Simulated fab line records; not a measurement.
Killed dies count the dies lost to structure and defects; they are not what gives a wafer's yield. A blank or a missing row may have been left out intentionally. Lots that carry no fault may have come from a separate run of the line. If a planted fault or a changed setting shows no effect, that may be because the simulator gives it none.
What tool caused it? | flow nandHarc | 42 wafers from 14 lots sampled at 6 of the route's 1159 steps

WHAT THE GAUGES READ, wafer by wafer
NHARC_A_SOURCE_PLATE_THK_MEAS_06: measures by ellipsometry.
lot  | measured     | on           | thkNm (nm)
L609 | day 7 13:42  | filmMetro-02 | 196.5 200.5 198.4
L608 | day 7 17:20  | filmMetro-02 | 199.4 198.8 202.7
L611 | day 8 03:46  | filmMetro-01 | 198.1 197.2 197.3
L612 | day 8 09:35  | filmMetro-01 | 202.2 200.7 201.0
L614 | day 9 08:17  | filmMetro-02 | 201.3 198.2 198.5
L617 | day 9 19:36  | filmMetro-01 | 197.2 199.1 198.7
L618 | day 10 02:06 | filmMetro-02 | 197.3 195.8 195.4
L622 | day 10 18:41 | filmMetro-02 | 196.2 196.7 195.0
L620 | day 10 18:42 | filmMetro-02 | 201.0 198.3 200.8
L623 | day 11 03:01 | filmMetro-02 | 201.7 198.3 202.5
L627 | day 12 02:08 | filmMetro-02 | 198.8 198.9 200.0
L625 | day 12 02:08 | filmMetro-02 | 200.2 199.7 201.1
L628 | day 12 11:49 | filmMetro-02 | 201.0 200.3 198.2
L631 | day 12 18:38 | filmMetro-01 | 203.3 200.4 200.1

NHARC_A_ONON_D1_THK_MEAS_11: measures by ellipsometry.
lot  | measured     | on           | thkNm (nm)
L609 | day 7 16:05  | filmMetro-01 | 989 989 990
L608 | day 7 19:50  | filmMetro-02 | 1004 1003 1004
L611 | day 8 06:10  | filmMetro-01 | 995 994 995
L612 | day 8 12:01  | filmMetro-02 | 993 991 992
L614 | day 9 10:39  | filmMetro-01 | 1012 1011 1013
L617 | day 9 21:59  | filmMetro-01 | 990 991 989
L618 | day 10 04:28 | filmMetro-01 | 1023 1025 1022
L622 | day 10 21:23 | filmMetro-02 | 992 992 992
L620 | day 10 21:10 | filmMetro-02 | 981 983 981
L623 | day 11 06:30 | filmMetro-01 | 994 994 994
L627 | day 12 04:32 | filmMetro-02 | 1013 1012 1011
L625 | day 12 04:28 | filmMetro-01 | 1011 1011 1010
L628 | day 12 14:11 | filmMetro-01 | 996 996 998
L631 | day 12 21:01 | filmMetro-02 | 994 995 994

NHARC_A_ONON_D1_THK_MEAS_18: measures by ellipsometry.
lot  | measured     | on           | thkNm (nm)
L609 | day 7 23:44  | filmMetro-02 | 994 994 993
L608 | day 8 03:32  | filmMetro-01 | 993 993 994
L611 | day 8 13:49  | filmMetro-01 | 1002 1001 1003
L612 | day 8 19:38  | filmMetro-01 | 985 985 985
L614 | day 9 18:20  | filmMetro-02 | 994 994 994
L617 | day 10 05:40 | filmMetro-02 | 986 984 987
L618 | day 10 14:07 | filmMetro-02 | 1015 1017 1018
L622 | day 11 04:44 | filmMetro-02 | 1015 1016 1016
L620 | day 11 05:05 | filmMetro-01 | 996 998 997
L623 | day 11 14:35 | filmMetro-02 | 1006 1007 1004
L627 | day 12 12:08 | filmMetro-02 | 1001 1001 1002
L625 | day 12 12:09 | filmMetro-01 | 993 993 994
L628 | day 12 21:55 | filmMetro-02 | 1009 1008 1010
L631 | day 13 04:40 | filmMetro-02 | 992 993 993

NHARC_A_ONON_D1_THK_MEAS_21: measures by ellipsometry.
lot  | measured     | on           | thkNm (nm)
L609 | day 8 00:17  | filmMetro-01 | 1003 1001 1001
L608 | day 8 04:07  | filmMetro-02 | 1001 1003 1001
L611 | day 8 14:23  | filmMetro-01 | 1018 1016 1015
L612 | day 8 20:13  | filmMetro-02 | 987 987 986
L614 | day 9 18:54  | filmMetro-02 | 991 991 991
L617 | day 10 06:16 | filmMetro-02 | 1006 1006 1005
L618 | day 10 14:42 | filmMetro-02 | 1004 1005 1006
L622 | day 11 05:47 | filmMetro-01 | 984 985 986
L620 | day 11 06:09 | filmMetro-02 | 1002 1003 1005
L623 | day 11 15:09 | filmMetro-01 | 1004 1542 1005
L627 | day 12 12:41 | filmMetro-02 | 1539 1001 1002
L625 | day 12 12:50 | filmMetro-01 | 1012 1013 1012
L628 | day 12 22:31 | filmMetro-02 | 1009 1007 1008
L631 | day 13 05:14 | filmMetro-01 | 995 995 995

NHARC_END_SORT_01.
lot  | measured     | on        | killedAtArray | killedAtOther | killedAtPeriphery | killedDies | killedOpen | killedShort
L617 | day 21 14:04 | prober-02 | 32 27 29      | 2 1 2         | 2 4 1             | 36 32 32   | 3 1 5      | 1 3 1
L618 | day 22 07:11 | prober-01 | 11 12 18      | 3 4 0         | 4 5 6             | 18 21 24   | 2 3 7      | 2 3 2
L622 | day 22 23:04 | prober-02 | 30 21 38      | 1 0 0         | 2 2 1             | 33 23 39   | 4 2 7      | 1 1 3
L623 | day 23 13:26 | prober-01 | 19 674 22     | 0 0 0         | 2 3 2             | 21 677 24  | 1 4 2      | 1 0 2
L627 | day 24 04:32 | prober-02 | 668 25 21     | 0 0 1         | 9 4 9             | 677 29 31  | 2 5 2      | 6 3 1

TOOL THAT RAN EACH LOT (tool first, then ch and the chambers of the sampled wafers, then the start)
lot  | NHARC_A_ONON_D1_DEP_19
L609 | pecvdOnon-01 ch 0, day 7 23:47
L608 | pecvdOnon-03 ch 0, day 8 03:36
L611 | pecvdOnon-03 ch 0, day 8 13:56
L612 | pecvdOnon-03 ch 0, day 8 19:42
L614 | pecvdOnon-04 ch 0, day 9 18:27
L617 | pecvdOnon-04 ch 0, day 10 05:44
L618 | pecvdOnon-01 ch 0, day 10 14:14
L622 | pecvdOnon-01 ch 0, day 11 05:20
L620 | pecvdOnon-03 ch 0, day 11 05:45
L623 | pecvdOnon-01 ch 0, day 11 14:42
L627 | pecvdOnon-01 ch 0, day 12 12:18
L625 | pecvdOnon-04 ch 0, day 12 12:27
L628 | pecvdOnon-04 ch 0, day 12 22:05
L631 | pecvdOnon-04 ch 0, day 13 04:43
- NHARC_A_ONON_D1_DEP_19: target thk 1000 nm.

AS READ BY THE TOOLS THEMSELVES (means over the sampled wafers that have a number; for cases with no such wafer, the mark the record gives instead)
NHARC_A_ONON_D1_DEP_19.
lot  | tool         | n2FlowSccm (sccm) | n2oFlowSccm (sccm) | nh3FlowSccm (sccm)
L609 | pecvdOnon-01 | 2758              | 1996               | 500.6
L608 | pecvdOnon-03 | 2755              | 1994               | 498.9
L611 | pecvdOnon-03 | 2754              | 2009               | 499.8
L612 | pecvdOnon-03 | 2761              | 2002               | 500.2
L614 | pecvdOnon-04 | 2746              | 2002               | 499.5
L617 | pecvdOnon-04 | 2754              | 2002               | 499.7
L618 | pecvdOnon-01 | 2757              | 2000               | 499.4
L622 | pecvdOnon-01 | 2742              | 2001               | 502.3
L620 | pecvdOnon-03 | 2746              | 2000               | 497.1
L623 | pecvdOnon-01 | 2752              | 1997               | 499.2
L627 | pecvdOnon-01 | 2756              | 2002               | 500.6
L625 | pecvdOnon-04 | 2751              | 1997               | 499.3
L628 | pecvdOnon-04 | 2748              | 2000               | 500.2
L631 | pecvdOnon-04 | 2748              | 2002               | 500.9

THE ANSWER, worked out from the rows above alone
Rule: the lots themselves supply what counts as usual. The widest of any qualifying gaps counts: lots, ordered by their means at a reading, are off when they make up no more than a third of the lots, leave a main group of 4 or more, and stand apart from it by 3 or more times the standard deviation of that group's means. If all means in a main group match to the digits the tables above print for the reading, that group is not used. A lot without any number at a reading at which 4 lots or more have one is off too. Where the step has rows for the other lots, those lots are counted as sound. First the gauges in route order, then the tools' own readings, where a lot's mean is used as printed above. The first step at which some lot is off is used, and at that step the reading that is off furthest; a lot without a number counts as furthest.
Off at NHARC_A_ONON_D1_THK_MEAS_21 (thkNm): L623, L627. Mean 1001 nm and standard deviation 9.4 in the main group.
If a tool, at a process step before that reading, ran all the lots that are off and no sound lot after the first of them, it fits. Gauges at NHARC_A_ONON_D1_THK_MEAS_21: tried the same way as those tools. One fits: NHARC_A_ONON_D1_DEP_19 on pecvdOnon-01. Its last sound lot is L622 (day 11 05:20), its first lot that is off L623 (day 11 14:42): a fault that began between those two fits.

WHAT THE SIMULATOR PUT IN
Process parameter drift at NHARC_A_ONON_D1_DEP_19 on pecvdOnon-01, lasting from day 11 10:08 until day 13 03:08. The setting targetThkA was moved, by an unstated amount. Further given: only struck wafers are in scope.
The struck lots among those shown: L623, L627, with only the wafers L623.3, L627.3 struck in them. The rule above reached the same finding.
